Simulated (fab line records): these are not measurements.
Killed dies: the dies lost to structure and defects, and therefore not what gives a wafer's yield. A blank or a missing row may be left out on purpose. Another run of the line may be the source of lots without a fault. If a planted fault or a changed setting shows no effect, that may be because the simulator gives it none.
Matching of chambers :: flow n5_finfet :: N5_BEOL_M14_STRIP_37 on rie_diel-06 has 4 sister chambers
The step strips in O2. 4 wafers are shown with their chamber, then 9 later ones without.

== WAFERS WITH THEIR CHAMBER ==
wafer: L083.3
chamber: 0
showerhead_plenum_p_Torr (Torr): 2.12

wafer: L084.3
chamber: 3
showerhead_plenum_p_Torr (Torr): 2.21

wafer: L084.4
chamber: 2
showerhead_plenum_p_Torr (Torr): 2.15

wafer: L084.6
chamber: 1
showerhead_plenum_p_Torr (Torr): 2.19

== WAFERS WITH NO CHAMBER GIVEN ==
wafer: L091.1
showerhead_plenum_p_Torr (Torr): 2.19

wafer: L091.4
showerhead_plenum_p_Torr (Torr): 2.11

wafer: L091.6
showerhead_plenum_p_Torr (Torr): 2.20

wafer: L093.1
showerhead_plenum_p_Torr (Torr): 2.11

wafer: L093.3
showerhead_plenum_p_Torr (Torr): 2.20

wafer: L093.5
showerhead_plenum_p_Torr (Torr): 2.14

wafer: L095.2
showerhead_plenum_p_Torr (Torr): 2.14

wafer: L095.4
showerhead_plenum_p_Torr (Torr): 2.18

wafer: L095.5
showerhead_plenum_p_Torr (Torr): 2.18

== WHICH CHAMBER EACH ONE RAN IN ==
wafer: L091.1
from the rows above: 1
in truth: 1

wafer: L091.4
from the rows above: 0
in truth: 0

wafer: L091.6
from the rows above: can't be placed: 3 or 1
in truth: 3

wafer: L093.1
from the rows above: 0
in truth: 0

wafer: L093.3
from the rows above: can't be placed: 3 or 1
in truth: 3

wafer: L093.5
from the rows above: can't be placed: 2 or 0
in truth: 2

wafer: L095.2
from the rows above: can't be placed: 2 or 0
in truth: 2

wafer: L095.4
from the rows above: 1
in truth: 1

wafer: L095.5
from the rows above: 1
in truth: 1
Correctly placed: 5 of 9. Can't be placed from these rows: 4 (the true chamber is among the candidates in 4). Wrongly placed: 0.
How it was worked out, from the rows above alone: a wafer's distance from a chamber is the root of the sum, over the readings, of the square of ((its reading less the chamber's mean) divided by the reading's scatter). If the next closest chamber is less than 2 further off than the closest, the wafer can't be placed; otherwise it belongs to the closest. For every chamber, the mean is computed from those of its wafers that are shown. The scatter: with one shown wafer a chamber, the root of the mean of the squares of how far each hidden wafer lies from its nearest shown one.
